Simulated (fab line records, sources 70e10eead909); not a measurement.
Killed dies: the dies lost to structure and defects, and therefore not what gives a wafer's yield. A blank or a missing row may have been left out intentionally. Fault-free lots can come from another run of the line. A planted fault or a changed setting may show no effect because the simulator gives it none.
Which tool did it? :: flow nandHarc :: 13 lots, 37 wafers sampled, at 4 steps of a route of 1159

== WHAT THE GAUGES READ, wafer by wafer ==
NHARC_P_M2_INSPECT_27.
lot: L312
measured: day 6 12:45
on: defectInspect-02
rawDefectCount: 252 200 213

lot: L314
measured: day 6 18:59
on: defectInspect-01
rawDefectCount: 336 256 302

lot: L313
measured: day 6 19:37
on: defectInspect-01
rawDefectCount: 387 299 475

lot: L315
measured: day 6 23:48
on: defectInspect-02
rawDefectCount: 314 289 369

lot: L317
measured: day 7 04:27
on: defectInspect-01
rawDefectCount: 263 206 194

lot: L318
measured: day 7 19:46
on: defectInspect-02
rawDefectCount: 218 221 290

lot: L319
measured: day 8 05:11
on: defectInspect-02
rawDefectCount: 362 178 372

lot: L325
measured: day 9 09:34
on: defectInspect-01
rawDefectCount: 267 272 200

lot: L323
measured: day 9 23:05
on: defectInspect-02
rawDefectCount: 285 754

lot: L327
measured: day 10 06:17
on: defectInspect-01
rawDefectCount: 566 227

lot: L332
measured: day 11 08:43
on: defectInspect-01
rawDefectCount: 265 506 355

lot: L335
measured: day 11 22:26
on: defectInspect-01
rawDefectCount: 247 220 161

lot: L333
measured: day 11 23:06
on: defectInspect-02
rawDefectCount: 246 268 233

== WHICH TOOL RAN EACH LOT (tool, then ch and the chambers of the sampled wafers, then the start) ==
lot: L312
NHARC_P_M2_PVD_20: pvdSputter-03, day 6 11:39 or earlier
NHARC_P_M2_ECD_22: ecdCu-01 ch 0,1, day 6 11:39
NHARC_P_M2_CMP_23: cmp-03 ch 2,3, day 6 12:17

lot: L314
NHARC_P_M2_PVD_20: pvdSputter-01, day 6 17:50 or earlier
NHARC_P_M2_ECD_22: ecdCu-02 ch 0,1, day 6 17:50
NHARC_P_M2_CMP_23: cmp-01 ch 0,1, day 6 18:31

lot: L313
NHARC_P_M2_PVD_20: pvdSputter-03, day 6 18:26 or earlier
NHARC_P_M2_ECD_22: ecdCu-02 ch 0,1, day 6 18:26
NHARC_P_M2_CMP_23: cmp-01 ch 1,2,3, day 6 19:10

lot: L315
NHARC_P_M2_PVD_20: pvdSputter-01, day 6 22:34 or earlier
NHARC_P_M2_ECD_22: ecdCu-01 ch 0,1, day 6 22:34
NHARC_P_M2_CMP_23: cmp-01 ch 0,1,2, day 6 23:20

lot: L317
NHARC_P_M2_PVD_20: pvdSputter-01, day 7 03:19 or earlier
NHARC_P_M2_ECD_22: ecdCu-02 ch 0,1, day 7 03:19
NHARC_P_M2_CMP_23: cmp-01 ch 0,1,3, day 7 04:02

lot: L318
NHARC_P_M2_PVD_20: pvdSputter-03, day 7 18:34 or earlier
NHARC_P_M2_ECD_22: ecdCu-01 ch 0,1, day 7 18:34
NHARC_P_M2_CMP_23: cmp-03 ch 0,3, day 7 19:17

lot: L319
NHARC_P_M2_PVD_20: pvdSputter-02, day 8 04:00 or earlier
NHARC_P_M2_ECD_22: ecdCu-02 ch 0,1, day 8 04:00
NHARC_P_M2_CMP_23: cmp-03 ch 1,2, day 8 04:43

lot: L325
NHARC_P_M2_PVD_20: pvdSputter-01, day 9 08:24 or earlier
NHARC_P_M2_ECD_22: ecdCu-02 ch 0, day 9 08:24
NHARC_P_M2_CMP_23: cmp-03 ch 0,1, day 9 09:05

lot: L323
NHARC_P_M2_PVD_20: pvdSputter-01, day 9 21:54 or earlier
NHARC_P_M2_ECD_22: ecdCu-01 ch 0, day 9 21:54
NHARC_P_M2_CMP_23: cmp-02 ch 0,3, day 9 22:37

lot: L327
NHARC_P_M2_PVD_20: pvdSputter-03, day 10 05:17 or earlier
NHARC_P_M2_ECD_22: ecdCu-01 ch 0,1, day 10 05:17
NHARC_P_M2_CMP_23: cmp-02 ch 1,2, day 10 05:55

lot: L332
NHARC_P_M2_PVD_20: pvdSputter-02, day 11 07:35 or earlier
NHARC_P_M2_ECD_22: ecdCu-02 ch 0,1, day 11 07:35
NHARC_P_M2_CMP_23: cmp-02 ch 1,3, day 11 08:17

lot: L335
NHARC_P_M2_PVD_20: pvdSputter-02, day 11 21:15 or earlier
NHARC_P_M2_ECD_22: ecdCu-02 ch 0,1, day 11 21:15
NHARC_P_M2_CMP_23: cmp-01 ch 0,2,3, day 11 22:02

lot: L333
NHARC_P_M2_PVD_20: pvdSputter-01, day 11 21:54 or earlier
NHARC_P_M2_ECD_22: ecdCu-02 ch 1, day 11 21:54
NHARC_P_M2_CMP_23: cmp-01 ch 1,2,3, day 11 22:41
- NHARC_P_M2_PVD_20: deposits TaN, target thk 5 nm, time 8.06 s.
- NHARC_P_M2_ECD_22: material Cu, target thk 400 nm.
- NHARC_P_M2_CMP_23: polishes, t overpolish 20 s, target thk 144.3 nm.

== AS READ BY THE TOOLS THEMSELVES (means over the sampled wafers that have a number; for cases with no such wafer, the mark the record gives instead) ==
NHARC_P_M2_PVD_20.
lot: L312
tool: pvdSputter-03
throttleValvePct (%): 30.2

lot: L314
tool: pvdSputter-01
throttleValvePct (%): 30.8

lot: L313
tool: pvdSputter-03
throttleValvePct (%): 30.2

lot: L315
tool: pvdSputter-01
throttleValvePct (%): 31.6

lot: L317
tool: pvdSputter-01
throttleValvePct (%): 30.0

lot: L318
tool: pvdSputter-03
throttleValvePct (%): 29.9

lot: L319
tool: pvdSputter-02
throttleValvePct (%): 30.5

lot: L325
tool: pvdSputter-01
throttleValvePct (%): 31.1

lot: L323
tool: pvdSputter-01
throttleValvePct (%): 30.9

lot: L327
tool: pvdSputter-03
throttleValvePct (%): 30.5

lot: L332
tool: pvdSputter-02
throttleValvePct (%): 29.3

lot: L335
tool: pvdSputter-02
throttleValvePct (%): 30.0

lot: L333
tool: pvdSputter-01
throttleValvePct (%): 30.7

NHARC_P_M2_CMP_23.
lot: L312
tool: cmp-03
motorCurrentA (A): 13.0
timeToEndpointS (s): 31.8

lot: L314
tool: cmp-01
motorCurrentA (A): 10.8
timeToEndpointS (s): 30.6

lot: L313
tool: cmp-01
motorCurrentA (A): 11.3
timeToEndpointS (s): 27.8

lot: L315
tool: cmp-01
motorCurrentA (A): 11.1
timeToEndpointS (s): 26.5

lot: L317
tool: cmp-01
motorCurrentA (A): 11.3
timeToEndpointS (s): 28.1

lot: L318
tool: cmp-03
motorCurrentA (A): 13.0
timeToEndpointS (s): 29.4

lot: L319
tool: cmp-03
motorCurrentA (A): 11.8
timeToEndpointS (s): 27.7

lot: L325
tool: cmp-03
motorCurrentA (A): 12.2
timeToEndpointS (s): 30.7

lot: L323
tool: cmp-02
motorCurrentA (A): 12.1
timeToEndpointS (s): 22.9

lot: L327
tool: cmp-02
motorCurrentA (A): 12.4
timeToEndpointS (s): 23.2

lot: L332
tool: cmp-02
motorCurrentA (A): 11.7
timeToEndpointS (s): 29.4

lot: L335
tool: cmp-01
motorCurrentA (A): 12.0
timeToEndpointS (s): 29.3

lot: L333
tool: cmp-01
motorCurrentA (A): 11.5
timeToEndpointS (s): 29.1

== THE ANSWER, worked out from the rows above alone ==
Rule: the lots themselves supply what counts as usual. Put in order of their means at a reading, lots are off if they are a third of the lots or fewer, leave a main group of 4 or more, and stand apart from it by a gap of 3 or more times the standard deviation of the main group's means; of several such gaps the widest counts. A main group is skipped when, at the precision printed for the reading in the tables above, its means are all equal. Also off: a lot with no number at a reading for which 4 or more lots have one. All remaining lots with rows at the step are treated as sound. Order of review: gauges by route order, followed by the tools' own readings, for which a lot's mean as printed above is used. At the first step where some lot is off, the reading lying furthest off is the one used; lots without a number count as furthest.
Nothing can be told from this: no lot is off at any reading shown.

== WHAT THE SIMULATOR HAD INSERTED ==
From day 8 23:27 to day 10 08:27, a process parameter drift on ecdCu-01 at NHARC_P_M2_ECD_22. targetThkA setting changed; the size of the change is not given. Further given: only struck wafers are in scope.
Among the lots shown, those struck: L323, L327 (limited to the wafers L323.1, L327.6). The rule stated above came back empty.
